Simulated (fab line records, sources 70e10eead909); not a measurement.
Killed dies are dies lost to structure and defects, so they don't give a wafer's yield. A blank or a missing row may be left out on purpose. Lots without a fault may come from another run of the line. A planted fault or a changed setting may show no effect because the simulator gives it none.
Which tool did it? | flow nand_harc | 12 lots, 34 wafers sampled, at 4 steps of a route of 1302

WHAT THE GAUGES READ, wafer by wafer
The record holds no reading of a measuring or inspecting step that can be judged against a usual standard deviation.

WHICH TOOL RAN EACH LOT (tool, then ch and the chambers of the sampled wafers, then the start)
lot  | NHARC_A_STAIRCASE_STRIP_475                   | NHARC_A_STAIRCASE_DEP_471       | NHARC_A_SGD_CUT_ETCH_58            | NHARC_A_SGD_CUT_CMP_21
L943 | rie_diel-13 ch 1,2, day 20 01:01 or earlier   | pecvd-01 ch 0,1, day 20 01:01   | rie_diel-11 ch 0,3, day 20 02:46   | cmp-03 ch 0,1,2, day 20 08:51
L944 | rie_diel-13 ch 0,1,2, day 20 09:25 or earlier | pecvd-01 ch 1,2, day 20 09:25   | rie_diel-07 ch 0,2, day 20 11:08   | cmp-01 ch 0,2,3, day 20 19:20
L942 | rie_diel-13 ch 0,1,2, day 20 12:19 or earlier | pecvd-04 ch 0,1,2, day 20 12:19 | rie_diel-01 ch 0,3, day 20 14:02   | cmp-02 ch 1,2,3, day 20 19:20
L946 | rie_diel-13 ch 0,2, day 21 18:14 or earlier   | pecvd-03 ch 1,2, day 21 18:14   | rie_diel-07 ch 0,3, day 21 19:47   | cmp-03 ch 2,3, day 22 01:55
L945 | rie_diel-13 ch 0,1,3, day 21 18:38 or earlier | pecvd-03 ch 0,2, day 21 18:38   | rie_diel-11 ch 0,1,2, day 21 20:17 | cmp-01 ch 1,2, day 22 01:56
L948 | rie_diel-03 ch 1,3, day 22 07:08 or earlier   | pecvd-04 ch 0,1, day 22 07:08   | rie_diel-07 ch 1,2, day 22 08:39   | cmp-01 ch 0,1,3, day 22 11:35
L949 | rie_diel-03 ch 0,2,3, day 23 18:46 or earlier | pecvd-01 ch 0,1,2, day 23 18:46 | rie_diel-07 ch 1,3, day 23 20:26   | cmp-01 ch 0,3, day 24 01:55
L952 | rie_diel-13 ch 0,2,3, day 24 01:02            | pecvd-01 ch 0,1,2, day 24 01:10 | rie_diel-01 ch 2,3, day 24 02:41   | cmp-02 ch 1,2,3, day 24 08:25
L957 | rie_diel-13 ch 1,3, day 25 07:20 or earlier   | pecvd-03 ch 1,2, day 25 07:20   | rie_diel-07 ch 0,3, day 25 08:53   | cmp-01 ch 0,2, day 25 14:42
L959 | rie_diel-03 ch 0,1, day 27 06:38 or earlier   | pecvd-03 ch 0,1, day 27 06:38   | rie_diel-01 ch 0,3, day 27 08:13   | cmp-01 ch 1,3, day 27 14:05
L960 | rie_diel-12 ch 0,1,3, day 28 01:05 or earlier | pecvd-03 ch 0,2, day 28 01:05   | rie_diel-11 ch 0,2,3, day 28 02:44 | cmp-01 ch 1,2, day 28 07:40
L961 | rie_diel-13 ch 0,1, day 28 03:18 or earlier   | pecvd-03 ch 0,1, day 28 03:18   | rie_diel-01 ch 2,3, day 28 04:56   | cmp-01 ch 0, day 28 07:50
- NHARC_A_STAIRCASE_STRIP_475: strips in O2, time 20 s.
- NHARC_A_STAIRCASE_DEP_471: deposits SiO2, target thk 100 nm.
- NHARC_A_SGD_CUT_ETCH_58: etches the open film in CF4, target depth 39 nm, time 65 s.
- NHARC_A_SGD_CUT_CMP_21: polishes, target thk 148.19 nm.

WHAT THE TOOLS THEMSELVES READ (means of the sampled wafers that have a number; where no wafer has one, the mark that the record gives instead)
NHARC_A_STAIRCASE_STRIP_475.
lot  | tool        | drypump_motor_current_A (A) | oes_product_au (a.u.) | rf_vpp_V (V) | showerhead_plenum_p_Torr (Torr) | throttle_valve_pct (%)
L943 | rie_diel-13 | 6.3                         | 0.997                 | 57.8         | 3.37                            | 17.046
L944 | rie_diel-13 | 6.1                         | 0.998                 | 58.2         | 3.45                            | 17.034
L942 | rie_diel-13 | 6.2                         | 0.991                 | 57.1         | 3.45                            | 17.050
L946 | rie_diel-13 | 6.0                         | 0.991                 | 57.1         | 3.53                            | 17.046
L945 | rie_diel-13 | 6.3                         | 0.992                 | 58.1         | 3.39                            | 17.035
L948 | rie_diel-03 | 5.8                         | 0.994                 | 58.4         | 3.58                            | 17.036
L949 | rie_diel-03 | 5.7                         | 0.998                 | 57.6         | 3.48                            | 17.034
L952 | rie_diel-13 | 6.2                         | 0.997                 | 58.1         | 3.47                            | 17.026
L957 | rie_diel-13 | 6.5                         | 0.995                 | 57.9         | 3.65                            | 17.036
L959 | rie_diel-03 | 5.6                         | 1.010                 | 57.5         | 3.62                            | 17.039
L960 | rie_diel-12 | 6.1                         | 0.988                 | 57.1         | 3.63                            | 17.028
L961 | rie_diel-13 | 6.2                         | 1.002                 | 58.2         | 3.65                            | 17.032

NHARC_A_STAIRCASE_DEP_471.
lot  | tool     | chamber_pressure_Torr (Torr) | heater_power_w (W) | rf_fwd_power_W (W) | susceptor_temp_C (C) | throttle_valve_pct (%)
L943 | pecvd-01 | 6.503                        | 737                | 894.3              | 399.69               | 16.3
L944 | pecvd-01 | 6.503                        | 506                | 895.9              | 399.98               | 16.4
L942 | pecvd-04 | 6.514                        | 492                | 897.0              | 400.05               | 15.7
L946 | pecvd-03 | 6.502                        | 509                | 896.1              | 400.06               | 16.1
L945 | pecvd-03 | 6.509                        | 700                | 893.4              | 399.75               | 16.5
L948 | pecvd-04 | 6.497                        | 430                | 898.3              | 399.95               | 16.1
L949 | pecvd-01 | 6.487                        | 607                | 895.9              | 399.84               | 16.4
L952 | pecvd-01 | 6.496                        | 676                | 896.6              | 400.05               | 16.4
L957 | pecvd-03 | 6.503                        | 594                | 893.1              | 399.96               | 16.2
L959 | pecvd-03 | 6.499                        | 608                | 894.0              | 400.18               | 15.4
L960 | pecvd-03 | 6.492                        | 646                | 897.2              | 400.25               | 16.1
L961 | pecvd-03 | 6.514                        | 576                | 898.2              | 400.15               | 15.3

NHARC_A_SGD_CUT_ETCH_58.
lot  | tool        | drypump_motor_current_A (A) | oes_product_au (a.u.) | rf_fwd_power_W (W) | rf_vpp_V (V) | showerhead_plenum_p_Torr (Torr) | throttle_valve_pct (%)
L943 | rie_diel-11 | 5.6                         | 0.985                 | 298.0              | 150.3        | 1.75                            | 13.289
L944 | rie_diel-07 | 4.9                         | 1.001                 | 297.5              | 152.4        | 1.86                            | 13.279
L942 | rie_diel-01 | 5.4                         | 0.999                 | 298.1              | 151.4        | 1.80                            | 13.289
L946 | rie_diel-07 | 5.8                         | 0.998                 | 297.6              | 152.2        | 1.85                            | 13.287
L945 | rie_diel-11 | 5.9                         | 1.001                 | 296.8              | 151.5        | 1.78                            | 13.290
L948 | rie_diel-07 | 6.0                         | 1.000                 | 298.2              | 151.3        | 1.72                            | 13.290
L949 | rie_diel-07 | 6.3                         | 1.005                 | 296.6              | 150.9        | 1.73                            | 13.283
L952 | rie_diel-01 | 5.7                         | 1.010                 | 297.1              | 150.6        | 1.78                            | 13.280
L957 | rie_diel-07 | 5.2                         | 0.998                 | 298.7              | 153.0        | 1.87                            | 13.285
L959 | rie_diel-01 | 5.5                         | 0.998                 | 296.5              | 151.8        | 1.79                            | 13.288
L960 | rie_diel-11 | 5.9                         | 0.987                 | 298.3              | 150.8        | 1.77                            | 13.295
L961 | rie_diel-01 | 5.7                         | 0.997                 | 297.4              | 151.4        | 1.79                            | 13.289

NHARC_A_SGD_CUT_CMP_21.
lot  | tool   | motor_current_A (A) | time_to_endpoint_s (s)
L943 | cmp-03 | 12.3                | 43.6
L944 | cmp-01 | 12.6                | 47.5
L942 | cmp-02 | 12.2                | 47.5
L946 | cmp-03 | 13.5                | 52.2
L945 | cmp-01 | 12.9                | 49.1
L948 | cmp-01 | 13.1                | 47.3
L949 | cmp-01 | 12.6                | 49.3
L952 | cmp-02 | 12.3                | 46.4
L957 | cmp-01 | 12.5                | 46.2
L959 | cmp-01 | 13.0                | 35.9
L960 | cmp-01 | 13.2                | 34.8
L961 | cmp-01 | 12.7                | 35.4

THE ANSWER, worked out from the rows above alone
Rule: what is usual is taken from the lots themselves. Put in order of their means at a reading, lots are off if they are a third of the lots or fewer, leave a main group of 4 or more, and stand apart from it by a gap of 3 or more times the standard deviation of the main group's means; of several such gaps the widest counts. A main group whose means are all the same, to the digits that the tables above print for the reading, isn't used. A lot without any number at a reading at which 4 lots or more have one is off too. The other lots that the step has rows for count as sound. The gauges are gone through in route order, then the tools' own readings, and for those a lot's mean is taken as printed above. The first step at which some lot is off is used, and at that step the reading that is off furthest; a lot without a number counts as furthest.
Off: L959, L960, L961, at NHARC_A_SGD_CUT_CMP_21 (time_to_endpoint_s). The main group: mean 47.7 s, standard deviation 2.3.
A tool fits if, at that step or a process step before it, it ran every lot that is off, and no sound lot after the first of them. NHARC_A_STAIRCASE_STRIP_475 gives no start for some lots, so the hours and the order of its lots are those of NHARC_A_STAIRCASE_DEP_471. Can't be told from this: 2 tools fit, pecvd-03 at NHARC_A_STAIRCASE_DEP_471, cmp-01 at NHARC_A_SGD_CUT_CMP_21.

WHAT THE SIMULATOR HAD PUT IN
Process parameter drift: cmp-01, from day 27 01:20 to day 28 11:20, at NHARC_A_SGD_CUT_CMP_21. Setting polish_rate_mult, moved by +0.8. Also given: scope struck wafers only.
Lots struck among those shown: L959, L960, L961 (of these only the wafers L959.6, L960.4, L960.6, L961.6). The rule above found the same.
